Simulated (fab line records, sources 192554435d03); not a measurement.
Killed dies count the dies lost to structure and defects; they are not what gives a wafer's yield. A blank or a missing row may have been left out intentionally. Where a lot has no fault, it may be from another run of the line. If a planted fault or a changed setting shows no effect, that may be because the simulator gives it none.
fab line records | flow n5-finfet
record: lots: 6 wafers: 18 last-day: 18
route steps=1938 shown BEOL_M10@1476
lots untouched by any fault: they come from a run of this same line in which no faults occurred
start-h: hours from the record's opening day to when the first of the lot's shown wafers began | wait-h: how many hours have passed since the lot's step before this one | " identical to the entry in the row above | L1.1+2: a single row standing in for several wafers | - no value, or no start given | * or withheld: withheld | < > ~ a bound
route shown NAME@n: NAME is a module with steps in the file, n the number in the route of the first one | usual: mean/standard deviation taken from wafers without a fault | same: alike in all rows | chamber/n: place in a boat | sites: per-site readings | _std_site: their standard deviation | _edge_site: mean of outer sites minus mean of inner sites | radius-mm: how far each site lies from the wafer's centre | mask NAME#n: copy n | behind: the tool/chamber that last shaped the wafer | hold: the reason the lot was held/the length of the hold in hours/how it ended | device: which transistor (n, p or np) failed to switch | end of line: the tests these same wafers got at the end of their route | a step with no rows: only its recipe | killed: count of dies lost to structure and defects at first sort (not the wafer's yield) | map: a wafer's dies, marking killed ones x, the rest . and places with no die _
set.NAME: setting as actually run; set.NAME@STEP: the setting as run at that earlier step | model.NAME: the simulator's own value behind a step, which no gauge read
a table for each step, a row for each wafer; lots at some steps of the route
services: from which hour (start-h, from the record's first day; less than 0 if before it) a tool's chamber was out of use, for how many hours, and why
== steps ==
step: N5_BEOL_M10_COAT_60
recipe: resist: SiARC temp-c: 220 time-s: 60 spin-rpm: 1500 resist-thk-nm: 30
step: N5_BEOL_M10_COAT_05
recipe: resist: CAR-ArF spin-rpm: 1500 resist-thk-nm: 90
step: N5_BEOL_M10_EBR_07
recipe: solvent: PGMEA ebr-width-mm: 1.5
step: N5_BEOL_M10_SOFTBAKE_06
recipe: temp-c: 110 time-s: 60 resist: CAR-ArF
step: N5_BEOL_M10_EXPOSE_08
recipe: mask-id: M10 na: 1.35 source-shape: dipole sigma-inner: 0.411 sigma-outer: 0.611 polarization: te dose-mj: 53.75
step: N5_BEOL_M10_PEB_09
recipe: peb-temp-c: withheld peb-time-s: 60 resist: CAR-ArF
step: N5_BEOL_M10_DEVELOP_10
recipe: develop-time-s: 30 developer: TMAH resist: CAR-ArF rinse-liquid: diw dry: air-spin dev-temp-c: 23
step: N5_BEOL_M10_CD_MEAS_11
recipe: target-cd-nm: 64.1 landing-energy-ev: 500 detector: se-inlens polarity: opening
usual: cd-nm: 64.4/0.51
columns lot.wafer tool chamber start-h wait-h cd-nm
L116.2 cd-sem-01 0 229.13 - 64.3
L116.3 " 0 " " 64.1
L116.4 " 0 " " 63.7
L121.1 cd-sem-01 0 272.61 - 65.3
L121.4 " 0 " " 63.9
L121.5 " 0 " " 64.2
L123.3 cd-sem-02 0 273.04 - 63.4
L123.4 " 0 " " 64.6
L123.6 " 0 " " 63.2
L131.2 cd-sem-03 0 322.45 - 64.8
L131.5 " 0 " " 63.7
L131.6 " 0 " " 64.4
L134.2 cd-sem-02 0 366.57 - 65.1
L134.3 " 0 " " 64.6
L134.6 " 0 " " 64.3
L137.1 cd-sem-03 0 370.05 - 65.0
L137.4 " 0 " " 64.9
L137.5 " 0 " " 65.4
step: N5_BEOL_M10_OVL_MEAS_12
recipe: points-per-wafer: 44
usual: M10_OVL: -0.4/0.83
columns lot.wafer tool chamber start-h wait-h M10_OVL[nm]
L116.2 overlay-02 0 229.16 0.0 -0.2
L116.3 " 0 " " -0.7
L116.4 " 0 " " -0.4
L121.1 overlay-02 0 272.64 0.0 0.0
L121.4 " 0 " " -0.8
L121.5 " 0 " " 0.7
L123.3 overlay-02 0 273.07 0.0 -1.2
L123.4 " 0 " " 0.0
L123.6 " 0 " " 0.1
L131.2 overlay-01 0 322.48 0.0 -2.0
L131.5 " 0 " " -1.4
L131.6 " 0 " " -1.3
L134.2 overlay-02 0 366.60 0.0 -0.8
L134.3 " 0 " " -1.6
L134.6 " 0 " " 0.6
L137.1 overlay-01 0 370.08 0.0 -0.4
L137.4 " 0 " " 0.1
L137.5 " 0 " " -1.1
step: N5_BEOL_M10_INSPECT_13
recipe: mode: adi inspect-instrument: brightfield
usual: raw-defect-count: 392/81
columns lot.wafer tool chamber start-h wait-h raw-defect-count
L116.2 defect-inspect-01 - 229.18 0.0 466
L116.3 " - " " 303
L116.4 " - " " 318
L121.1 defect-inspect-02 - 272.66 0.0 387
L121.4 " - " " 351
L121.5 " - " " 311
L123.3 defect-inspect-01 - 273.09 0.0 385
L123.4 " - " " 286
L123.6 " - " " 377
L131.2 defect-inspect-02 - 322.51 0.0 324
L131.5 " - " " 505
L131.6 " - " " 440
L134.2 defect-inspect-02 - 366.63 0.0 330
L134.3 " - " " 334
L134.6 " - " " 476
L137.1 defect-inspect-02 - 370.10 0.0 541
L137.4 " - " " 566
L137.5 " - " " 387
step: N5_BEOL_M10_DESCUM_16
recipe: chemistry: O2 time-s: 7.9 source-power-w: 50 bias-power-w: 20 pressure-mtorr: 20 rf-frequency-hz: 2.712e+07 temp-c: 40 resist: CAR-ArF o2-flow-sccm: 225
usual: drypump-motor-current-A: 5.7/0.52 oes-product-au: 0.82/0.075 rf-vpp-V: 243.0/1.5 showerhead-plenum-p-Torr: 2.09/0.08 throttle-valve-pct: 20.35/0.24
same: time-s: 7.9
columns lot.wafer tool chamber start-h wait-h drypump-motor-current-A oes-product-au rf-hours-counter-h rf-vpp-V showerhead-plenum-p-Torr throttle-valve-pct
L116.2 rie-diel-02 3 229.22 0.0 6.6 0.67 227 241.9 1.96 20.07
L116.3 " 2 " " 5.4 0.90 25 245.7 2.23 20.36
L116.4 " 2 " " 5.4 0.91 - 244.2 2.23 20.36
L121.1 rie-diel-01 0 272.89 0.2 6.0 0.75 153 243.8 2.07 20.31
L121.4 " 1 " " 6.7 0.88 39 240.6 2.04 20.48
L121.5 " 2 " " 5.1 0.91 - 243.6 2.05 19.95
L123.3 rie-diel-01 0 273.14 0.0 6.0 0.74 153 241.7 2.07 20.31
L123.4 " 3 " " 6.1 0.86 46 242.1 2.06 20.57
L123.6 " 3 " " 6.1 0.87 - 242.8 2.06 20.58
L131.2 rie-diel-06 3 322.67 0.2 5.3 0.84 66 241.9 2.04 20.12
L131.5 " 2 " " 5.5 0.80 - 243.4 2.11 20.75
L131.6 " 3 " " 5.3 0.84 - 241.2 2.04 20.15
L134.2 rie-diel-01 3 367.15 0.5 6.1 0.83 80 241.9 2.05 20.63
L134.3 " 0 " " 6.0 0.71 186 242.2 2.06 20.36
L134.6 " 1 " " 6.7 0.84 - 240.4 2.03 20.54
L137.1 rie-diel-01 1 370.18 0.1 6.7 0.82 75 241.6 2.03 20.54
L137.4 " 0 " " 6.0 0.72 187 242.7 2.06 20.37
L137.5 " 2 " " 5.1 0.85 - 240.4 2.04 20.04
step: N5_BEOL_M10_ETCH_61
recipe: chemistry: CF4 target: SiARC target-depth-a: 390 mask-material: CAR-ArF time-s: 65 ion-energy-ev: 80 pressure-mtorr: 40 source-w: 545 bias-w: 36 Ar_flow_sccm: 100 cf4-flow-sccm: 100 ends: cleared
usual: drypump-motor-current-A: 5.7/0.52 etch-rf-on-time-s: 64.8/1.6 oes-product-au: 0.70/0.065 rf-vpp-V: 183.9/1.2 showerhead-plenum-p-Torr: 2.14/0.074 throttle-valve-pct: 15.52/0.22
columns lot.wafer tool chamber start-h wait-h drypump-motor-current-A etch-rf-on-time-s oes-product-au rf-hours-counter-h rf-vpp-V showerhead-plenum-p-Torr throttle-valve-pct
L116.2 rie-diel-02 3 229.25 0.0 6.5 65.6 0.57 227 182.7 2.04 15.50
L116.3 " 2 " " 5.4 65.6 0.78 25 184.7 2.27 15.44
L116.4 " 2 " " 5.4 65.6 0.78 - 185.7 2.27 15.44
L121.1 rie-diel-01 0 272.92 0.0 6.0 68.3 0.63 153 183.7 2.15 15.66
L121.4 " 1 " " 6.7 63.2 0.77 39 181.6 2.09 15.64
L121.5 " 2 " " 5.1 64.4 0.78 - 183.4 2.10 15.15
L123.3 rie-diel-01 0 273.18 0.0 6.0 68.8 0.62 153 184.4 2.15 15.67
L123.4 " 3 " " 6.1 63.8 0.74 46 182.5 2.11 15.64
L123.6 " 3 " " 6.1 63.4 0.74 - 184.1 2.11 15.66
L131.2 rie-diel-06 3 322.70 0.0 5.3 62.4 0.73 66 183.0 2.09 15.27
L131.5 " 2 " " 5.5 64.8 0.68 - 184.0 2.15 15.88
L131.6 " 3 " " 5.3 62.2 0.74 - 182.7 2.09 15.25
L134.2 rie-diel-01 3 367.19 0.0 6.1 63.3 0.70 80 184.1 2.10 15.73
L134.3 " 0 " " 6.0 69.1 0.61 186 183.8 2.14 15.71
L134.6 " 1 " " 6.7 64.5 0.71 - 183.9 2.08 15.72
L137.1 rie-diel-01 1 370.21 0.0 6.7 65.2 0.71 75 183.5 2.08 15.70
L137.4 " 0 " " 6.0 69.1 0.61 187 184.5 2.13 15.72
L137.5 " 2 " " 5.1 65.0 0.72 - 182.9 2.08 15.21
step: N5_BEOL_M10_ETCH_62
recipe: chemistry: N2/H2 target: SOC target-depth-a: 1100 overetch-a: 220 mask-material: SiARC temp-c: 40 time-s: 165 ion-energy-ev: 200 pressure-mtorr: 30 source-w: 840 bias-w: 150 n2-flow-sccm: 200 h2-flow-sccm: 200
usual: drypump-motor-current-A: 5.7/0.52 oes-product-au: 0.70/0.059 rf-vpp-V: 523.7/2.7 showerhead-plenum-p-Torr: 2.54/0.095 throttle-valve-pct: 17.75/0.21
same: time-s: 165
columns lot.wafer tool chamber start-h wait-h drypump-motor-current-A oes-product-au rf-hours-counter-h rf-vpp-V showerhead-plenum-p-Torr throttle-valve-pct model.SiARC_of_BEOL_M10_COAT_60.thk-nm
L116.2 rie-diel-02 3 229.30 0.0 6.5 0.58 227 520.8 2.43 17.86 23.2
L116.3 " 2 " " 5.4 0.78 25 528.5 2.71 17.72 23.4
L116.4 " 2 " " 5.4 0.78 - 530.0 2.71 17.71 23.4
L121.1 rie-diel-01 0 272.97 0.0 6.0 0.64 153 524.3 2.53 17.81 24.8
L121.4 " 1 " " 6.7 0.74 39 522.1 2.48 17.87 23.4
L121.5 " 2 " " 5.1 0.77 - 521.6 2.48 17.37 23.4
L123.3 rie-diel-01 0 273.23 0.0 6.0 0.64 153 523.0 2.53 17.80 24.2
L123.4 " 3 " " 6.1 0.73 46 522.7 2.48 17.77 23.6
L123.6 " 3 " " 6.1 0.72 - 521.9 2.48 17.77 24.4
L131.2 rie-diel-06 3 322.75 0.0 5.3 0.71 66 521.7 2.47 17.51 23.2
L131.5 " 2 " " 5.5 0.68 - 524.6 2.56 18.08 23.4
L131.6 " 3 " " 5.3 0.71 - 522.6 2.47 17.50 23.2
L134.2 rie-diel-01 3 367.24 0.0 6.1 0.69 80 521.0 2.47 17.82 23.4
L134.3 " 0 " " 6.0 0.62 186 523.0 2.52 17.85 24.2
L134.6 " 1 " " 6.7 0.71 - 521.4 2.47 17.93 23.6
L137.1 rie-diel-01 1 370.26 0.0 6.7 0.70 75 521.4 2.47 17.94 23.8
L137.4 " 0 " " 6.0 0.62 187 524.6 2.52 17.86 24.2
L137.5 " 2 " " 5.2 0.72 - 520.5 2.47 17.44 23.4
step: N5_BEOL_M10_STRIP_68
recipe: chemistry: N2/H2 temp-c: 40 n2-flow-sccm: 200 h2-flow-sccm: 200 rf-frequency-hz: 6e+07
== services ==
columns tool chamber start-h hours kind
rie-diel-02 1 209.60 1.2 repair
rie-diel-06 2 212.80 6.6 repair
rie-diel-02 1 219.98 - clean
rie-diel-02 1 219.98 - consumable-replace:focus-ring
rie-diel-02 1 219.98 - consumable-replace:showerhead
rie-diel-02 1 219.98 28.3 scheduled-down
rie-diel-02 1 219.98 28.3 vent-cycle
rie-diel-01 0 231.78 6.0 repair
rie-diel-02 0 262.90 4.5 repair
rie-diel-02 3 287.94 - clean
rie-diel-02 3 287.94 - consumable-replace:focus-ring
rie-diel-02 3 287.94 - consumable-replace:showerhead
rie-diel-02 3 287.94 28.8 scheduled-down
rie-diel-02 3 287.94 28.8 vent-cycle
rie-diel-06 0 323.70 2.2 repair
rie-diel-02 0 353.41 - clean
rie-diel-02 0 353.41 - consumable-replace:focus-ring
rie-diel-02 0 353.41 - consumable-replace:showerhead
rie-diel-02 0 353.41 14.4 scheduled-down
rie-diel-02 0 353.41 14.4 vent-cycle
== key ==
first-sign none at tools or gauges
model-effect: step: N5_BEOL_M10_ETCH_62 value: SiARC_of_BEOL_M10_COAT_60.thk-nm without: 23.8 struck: 24.6
met-at N5_BEOL_M10_ETCH_62
struck-wafers L121.1,L123.6
fault: kind: process-parameter-drift tool: rie-diel-01 chamber: - onset-h: 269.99 steps: N5_BEOL_M10_ETCH_62 channel: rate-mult offset: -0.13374 shape: step end-h: 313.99 scope: struck-wafers-only
